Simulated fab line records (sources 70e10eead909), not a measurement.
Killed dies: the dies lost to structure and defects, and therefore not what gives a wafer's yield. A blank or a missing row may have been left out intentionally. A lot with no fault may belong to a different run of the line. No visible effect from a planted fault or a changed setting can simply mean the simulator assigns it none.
fab line records -- flow nand-harc
record: lots: 6, wafers: 18, last-day: 24
route steps=1159 shown A_WL_FILL@839 A_CONTACT@840 END@1159
lots that met no fault: from a run of the same line without faults
start-h: start of the lot's first displayed wafer, in hours after the record's first day -- wait-h: hours from the lot's prior step to this one -- " identical to the entry in the row above -- L1.1+2: a row that stands for several wafers -- - no value present, or no start provided -- * or withheld: withheld -- < > ~ a bound
route shown NAME@n: names a module that has steps shown in the file, with the first one's number in the route -- usual: the fault-free wafers' mean and standard deviation -- same: alike in all rows -- chamber/n: place in a boat -- sites: readings site by site -- _std_site: their standard deviation -- _edge_site: mean of outer sites minus mean of inner sites -- radius-mm: for every site, how far away it sits from the centre of the wafer -- mask NAME#n: copy n -- behind: the tool/chamber that last shaped the wafer -- hold: why the lot was held/for how many hours/how that ended -- device: the transistor (n, p or np) that didn't switch -- end of line: tests of these same wafers at the route's end -- step lacking rows: just its recipe -- killed: the dies lost at the first sort to structure and to defects; this is not the yield of the wafer -- map: per-die view of a wafer (x killed, . not killed, _ where there is no die)
set.NAME: the setting the step ran with; set.NAME@STEP: the setting that earlier step ran with -- model.NAME: the simulator's own value behind a step, which no gauge read
lots at selected steps of the route; one table per step, one row per wafer
services: the hour from which a tool's chamber was out of use, counted from the record's first day as start-h (under 0 if before that day), plus the number of hours and why
== steps ==
step: NHARC_A_WL_FILL_INSPECT_15
usual: raw-defect-count: 386/120
lot.wafer,tool,chamber,start-h,wait-h,raw-defect-count
L616.3,defect-inspect-01,-,371.48,0.0,325
L616.4,defect-inspect-01,-,371.48,0.0,380
L616.5,defect-inspect-01,-,371.48,0.0,456
L620.1,defect-inspect-01,-,395.56,0.0,448
L620.2,defect-inspect-01,-,395.56,0.0,425
L620.5,defect-inspect-01,-,395.56,0.0,572
L624.2,defect-inspect-02,-,419.31,0.0,377
L624.5,defect-inspect-02,-,419.31,0.0,432
L624.6,defect-inspect-02,-,419.31,0.0,312
L629.1,defect-inspect-01,-,430.20,0.0,217
L629.3,defect-inspect-01,-,430.20,0.0,370
L629.5,defect-inspect-01,-,430.20,0.0,243
L632.1,defect-inspect-02,-,463.14,0.0,587
L632.2,defect-inspect-02,-,463.14,0.0,606
L632.3,defect-inspect-02,-,463.14,0.0,808
L636.1,defect-inspect-01,-,498.40,0.0,304
L636.4,defect-inspect-01,-,498.40,0.0,350
L636.5,defect-inspect-01,-,498.40,0.0,339
step: NHARC_A_CONTACT_DEP_24
recipe: target-thk-a: 5000, temp-c: 400, pressure-torr: 6.5, rf-w: 900, teos-flow-sccm: 161.4, flow-sccm: 2650, target-thk-nm: 500, gas: O2, material: SiO2
usual: heater-power-w: 496/100, rf-fwd-power-W: 899.0/2.8, showerhead-vpp-V: 1839/81, throttle-valve-pct: 16.2/0.57
lot.wafer,tool,chamber,start-h,wait-h,heater-power-w,rf-fwd-power-W,showerhead-vpp-V,throttle-valve-pct
L616.3,pecvd-01,1,371.54,0.1,612,899.6,1880,15.5
L616.4,pecvd-01,2,371.54,0.1,407,899.4,1710,16.4
L616.5,pecvd-01,0,371.54,0.1,515,897.0,1799,15.7
L620.1,pecvd-04,1,395.62,0.1,466,899.4,1858,15.6
L620.2,pecvd-04,0,395.62,0.1,611,899.0,1772,15.9
L620.5,pecvd-04,1,395.62,0.1,345,895.4,1832,15.6
L624.2,pecvd-04,2,419.51,0.2,575,898.0,1911,15.8
L624.5,pecvd-04,1,419.51,0.2,449,896.0,1837,15.7
L624.6,pecvd-04,2,419.51,0.2,614,902.0,1943,15.9
L629.3,pecvd-04,1,430.49,0.3,470,899.3,1838,15.3
L629.1,pecvd-04,0,430.49,0.3,578,896.8,1764,16.0
L629.5,pecvd-04,0,430.49,0.3,601,896.7,1779,16.0
L632.3,pecvd-04,0,463.21,0.1,621,903.8,1777,16.1
L632.2,pecvd-04,1,463.21,0.1,425,895.6,1864,15.5
L632.1,pecvd-04,2,463.21,0.1,612,901.7,1941,16.2
L636.1,pecvd-02,1,498.47,0.1,458,895.8,1917,15.5
L636.4,pecvd-02,1,498.47,0.1,485,897.5,1894,15.7
L636.5,pecvd-02,2,498.47,0.1,376,903.3,1928,16.8
step: NHARC_A_CONTACT_DEP_28
recipe: target-thk-a: 36000, temp-c: 400, material: aC
usual: throttle-valve-pct: 35.001/0.0088
lot.wafer,tool,chamber,start-h,wait-h,throttle-valve-pct
L616.3,acl-dep-02,0,377.78,5.7,35.000
L616.4,acl-dep-02,0,377.78,5.7,35.006
L616.5,acl-dep-02,0,377.78,5.7,34.987
L620.1,acl-dep-03,0,398.20,2.0,34.998
L620.2,acl-dep-03,0,398.20,2.0,34.989
L620.5,acl-dep-03,0,399.65,3.5,34.998
L624.2,acl-dep-03,0,421.61,1.7,35.009
L624.5,acl-dep-03,0,422.70,2.8,34.997
L624.6,acl-dep-03,0,422.70,2.8,35.011
L629.1,acl-dep-03,0,431.69,0.6,35.009
L629.3,acl-dep-03,0,431.69,0.6,35.015
L629.5,acl-dep-03,0,431.69,0.6,34.996
L632.1,acl-dep-02,0,465.81,2.1,35.004
L632.2,acl-dep-02,0,465.81,2.1,34.989
L632.3,acl-dep-02,0,465.81,2.1,35.001
L636.1,acl-dep-01,0,499.07,0.1,34.983
L636.4,acl-dep-01,0,500.16,1.1,35.002
L636.5,acl-dep-01,0,500.16,1.1,35.002
step: NHARC_A_CONTACT_DEP_29
recipe: target-thk-a: 700, target-thk-nm: 70, temp-c: 400, pressure-torr: 3.5, flow-sccm: 200, rf-w: 350, material: SiON
usual: heater-power-w: 711/110, rf-fwd-power-W: 348.4/1.1, showerhead-vpp-V: 1144/49
lot.wafer,tool,chamber,start-h,wait-h,heater-power-w,rf-fwd-power-W,showerhead-vpp-V
L616.3,pecvd-02,2,379.25,1.1,548,348.8,1184
L616.5,pecvd-02,2,379.25,1.1,556,348.3,1162
L616.4,pecvd-02,1,379.25,1.1,696,348.1,1194
L620.2,pecvd-02,1,400.43,1.5,601,348.8,1202
L620.1,pecvd-02,2,400.43,1.5,630,349.4,1177
L620.5,pecvd-02,2,400.43,1.5,614,349.2,1178
L624.2,pecvd-02,0,423.58,1.6,757,347.8,1062
L624.6,pecvd-02,2,423.58,1.6,566,348.9,1180
L624.5,pecvd-02,0,423.58,1.6,736,348.5,1069
L629.3,pecvd-01,1,433.98,1.2,856,348.2,1187
L629.1,pecvd-01,2,433.98,1.2,602,347.8,1069
L629.5,pecvd-01,0,433.98,1.2,781,349.6,1138
L632.1,pecvd-04,0,468.03,1.9,808,349.1,1109
L632.3,pecvd-04,1,468.03,1.9,626,349.2,1154
L632.2,pecvd-04,2,468.03,1.9,706,346.5,1195
L636.1,pecvd-02,0,501.33,1.9,795,348.3,1053
L636.4,pecvd-02,2,501.33,1.9,509,347.8,1201
L636.5,pecvd-02,0,501.33,1.9,800,346.9,1066
step: NHARC_A_CONTACT_DEHYDRATE_32
recipe: temp-c: 150, time-s: 120
step: NHARC_A_CONTACT_HMDS_33
recipe: time-s: 30
step: NHARC_A_CONTACT_COAT_34
recipe: temp-c: 260, time-s: 75
step: NHARC_A_CONTACT_COAT_35
recipe: temp-c: 225, time-s: 65
step: NHARC_A_CONTACT_COAT_36
recipe: spin-rpm: 1500, resist-thk-nm: 90
step: NHARC_A_CONTACT_SOFTBAKE_37
recipe: temp-c: 105, time-s: 55
usual: heater-power-total-W: 188.42/0.12
lot.wafer,tool,chamber,start-h,wait-h,heater-power-total-W
L616.3,litho-track-04,0,379,-,188.38
L616.4,litho-track-04,0,379,-,188.25
L616.5,litho-track-04,0,379,-,188.39
L620.1,litho-track-06,0,400,-,188.31
L620.2,litho-track-06,0,400,-,188.47
L620.5,litho-track-06,0,400,-,188.31
L624.2,litho-track-04,0,423,-,188.39
L624.5,litho-track-04,0,423,-,222.68
L624.6,litho-track-04,0,423,-,188.42
L629.1,litho-track-04,0,434,-,222.50
L629.3,litho-track-04,0,434,-,188.37
L629.5,litho-track-04,0,434,-,222.56
L632.1,litho-track-01,0,468,-,188.49
L632.2,litho-track-01,0,468,-,188.51
L632.3,litho-track-01,0,468,-,188.36
L636.1,litho-track-01,0,501,-,188.47
L636.4,litho-track-01,0,501,-,188.32
L636.5,litho-track-01,0,501,-,188.48
step: NHARC_A_CONTACT_EBR_38
step: NHARC_END_SORT_01
recipe: temp-c: 25
usual: killed-at-array: 27/9.3, killed-at-other: 0.9/1.3, killed-at-periphery: 3.6/2.7, killed-dies: 31/9.7, killed-open: 3.3/1.8, killed-short: 2.0/1.5
same: gross-dies: 677
lot.wafer,tool,chamber,start-h,wait-h,killed-at-array,killed-at-other,killed-at-periphery,killed-dies,killed-open,killed-short
L620.1,prober-02,0,471.54,2.5,16,0,8,24,4,3
L620.2,prober-02,0,472.33,2.8,19,1,3,23,2,1
L620.5,prober-02,0,474.70,3.7,15,0,5,20,3,2
L624.2,prober-01,0,489.34,2.8,26,0,4,30,4,2
L624.5,prober-01,0,491.72,3.7,23,0,3,26,5,1
L624.6,prober-01,0,492.51,4.0,27,1,9,37,5,1
L629.1,prober-02,0,504.87,2.5,22,0,5,27,5,4
L629.3,prober-02,0,506.49,3.1,26,1,2,29,3,0
L629.5,prober-02,0,508.11,3.7,24,0,1,25,0,1
L636.1,prober-02,0,570.41,2.5,38,6,1,45,3,3
L636.4,prober-02,0,572.84,3.4,32,5,2,39,6,0
L636.5,prober-02,0,573.65,3.7,35,5,1,41,3,4
killed by level:class
L620.1 A_CHANNEL_HOLE_D1:chamber-film-flake=6 A_STAIRCASE:chamber-film-flake=5 P_BONDPAD:chamber-film-flake=3 P_CONTACT:geometric-particle:open=2 A_CHANNEL_FILL_D1:geometric-particle:short=2 A_SGD_CUT:chamber-film-flake=2 P_STI:geometric-particle:short=1 P_GATE:geometric-particle:open=1
L620.2 A_CHANNEL_HOLE_D1:chamber-film-flake=11 A_STAIRCASE:chamber-film-flake=4 P_BONDPAD:chamber-film-flake=2 A_CONTACT:chamber-film-flake=2 P_M0:geometric-particle:open=1 A_ONON_D1:geometric-particle:short=1 A_CONTACT:geometric-particle:open=1 THIN_TSV:chamber-film-flake=1
L620.5 A_CHANNEL_HOLE_D1:chamber-film-flake=5 A_STAIRCASE:chamber-film-flake=4 P_BONDPAD:chamber-film-flake=3 P_GATE:geometric-particle:open=1 A_CHANNEL_HOLE_D1:geometric-particle:short=1 A_SGD_CUT:geometric-particle:open=1 A_BLC:geometric-particle:short=1 A_M0:geometric-particle:open=1
L624.2 A_SLIT:chamber-film-flake=15 A_M0:geometric-particle:open=4 A_CHANNEL_HOLE_D1:chamber-film-flake=2 A_CONTACT:chamber-film-flake=2 P_CONTACT:geometric-particle:short=1 P_M0:geometric-particle:short=1 P_GATE:chamber-film-flake=1 P_M2:chamber-film-flake=1
L624.5 A_SLIT:chamber-film-flake=7 P_ZERO_WELL:chamber-film-flake=3 A_CONTACT:chamber-film-flake=3 A_M0:geometric-particle:open=2 A_CHANNEL_HOLE_D1:chamber-film-flake=2 A_STAIRCASE:chamber-film-flake=2 A_ONON_D1:geometric-particle:open=1 A_CONTACT:geometric-particle:open=1
L624.6 A_SLIT:chamber-film-flake=11 P_ZERO_WELL:chamber-film-flake=7 A_CHANNEL_HOLE_D1:chamber-film-flake=5 A_STAIRCASE:chamber-film-flake=2 A_WL_FILL:chamber-film-flake=2 A_CONTACT:chamber-film-flake=2 P_M0:geometric-particle:short=1 P_M2:geometric-particle:open=1
L629.1 A_SLIT:chamber-film-flake=12 P_CONTACT:geometric-particle:short=2 A_CHANNEL_HOLE_D1:chamber-film-flake=2 A_CONTACT:chamber-film-flake=2 P_CONTACT:geometric-particle:open=1 P_M0:geometric-particle:open=1 A_CHANNEL_HOLE_D1:geometric-particle:short=1 A_SGD_CUT:geometric-particle:open=1
L629.3 A_SLIT:chamber-film-flake=12 A_CHANNEL_HOLE_D1:chamber-film-flake=7 A_CONTACT:chamber-film-flake=3 A_WL_FILL:chamber-film-flake=2 P_CONTACT:geometric-particle:open=1 A_SGD_CUT:geometric-particle:open=1 A_CONTACT:geometric-particle:open=1 P_M2:chamber-film-flake=1
L629.5 A_SLIT:chamber-film-flake=13 A_CHANNEL_HOLE_D1:chamber-film-flake=6 A_CONTACT:chamber-film-flake=2 A_M0:geometric-particle:short=1 P_GATE:chamber-film-flake=1 A_STAIRCASE:chamber-film-flake=1 A_WL_FILL:chamber-film-flake=1
L636.1 A_SLIT:chamber-film-flake=16 A_CHANNEL_HOLE_D1:chamber-film-flake=9 THIN_TSV:chamber-film-flake=6 A_STAIRCASE:chamber-film-flake=4 A_CONTACT:chamber-film-flake=4 P_CONTACT:geometric-particle:open=1 A_ONON_D1:geometric-particle:short=1 A_CHANNEL_HOLE_D1:geometric-particle:short=1
L636.4 A_SLIT:chamber-film-flake=16 THIN_TSV:chamber-film-flake=5 A_CHANNEL_HOLE_D1:chamber-film-flake=4 A_CONTACT:geometric-particle:open=3 A_STAIRCASE:chamber-film-flake=2 A_CONTACT:chamber-film-flake=2 A_BONDPAD:chamber-film-flake=2 P_GATE:geometric-particle:open=1
L636.5 A_SLIT:chamber-film-flake=14 A_CHANNEL_HOLE_D1:chamber-film-flake=7 A_STAIRCASE:chamber-film-flake=5 THIN_TSV:chamber-film-flake=5 A_CONTACT:chamber-film-flake=3 A_M0:geometric-particle:short=2 P_CONTACT:geometric-particle:open=1 A_ONON_D1:geometric-particle:open=1
== services ==
tool,chamber,start-h,hours,kind
acl-dep-02,-,353.76,13.0,pm
pecvd-04,-,376.00,13.0,pm
pecvd-04,0,376.00,13.0,vent-cycle
pecvd-04,1,376.00,13.0,vent-cycle
pecvd-04,2,376.00,13.0,vent-cycle
pecvd-04,0,389.00,-,clean
pecvd-04,1,389.00,-,clean
pecvd-04,2,389.00,-,clean
acl-dep-03,-,406.42,13.0,pm
pecvd-01,-,418.11,13.0,pm
pecvd-01,0,418.11,13.0,vent-cycle
pecvd-01,1,418.11,13.0,vent-cycle
pecvd-01,2,418.11,13.0,vent-cycle
pecvd-01,0,431.11,-,clean
pecvd-01,1,431.11,-,clean
pecvd-01,2,431.11,-,clean
litho-track-01,-,443.00,7.0,pm
litho-track-06,-,467.00,7.0,pm
acl-dep-01,-,475.85,13.0,pm
litho-track-06,-,486.20,-,consumable-replace:filter
litho-track-04,-,491.00,7.0,pm
== key ==
first-sign: step: NHARC_A_CONTACT_SOFTBAKE_37, reading: heater-power-total-W, direction: up, sigmas: 99+, usual: *, struck: *
effect none on later readings
met-at NHARC_A_CONTACT_SOFTBAKE_37
struck-wafers L624.5,L629.1,L629.5
tester-left-out L624,L629
onset-between 379 423
fault: kind: process-parameter-drift, tool: litho-track-04, chamber: -, onset-h: 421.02, steps: NHARC_A_CONTACT_SOFTBAKE_37, channel: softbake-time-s, offset: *, shape: step, end-h: 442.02, scope: struck-wafers-only, acts-in: *, stated: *
tester-left-out: of these lots the tester's yield and bins aren't shown, on N5 and GAA mostly nor the transistor test; their killed dies are dies lost to structure and defects alone, not to doping, threshold or leakage, so they don't give the yield
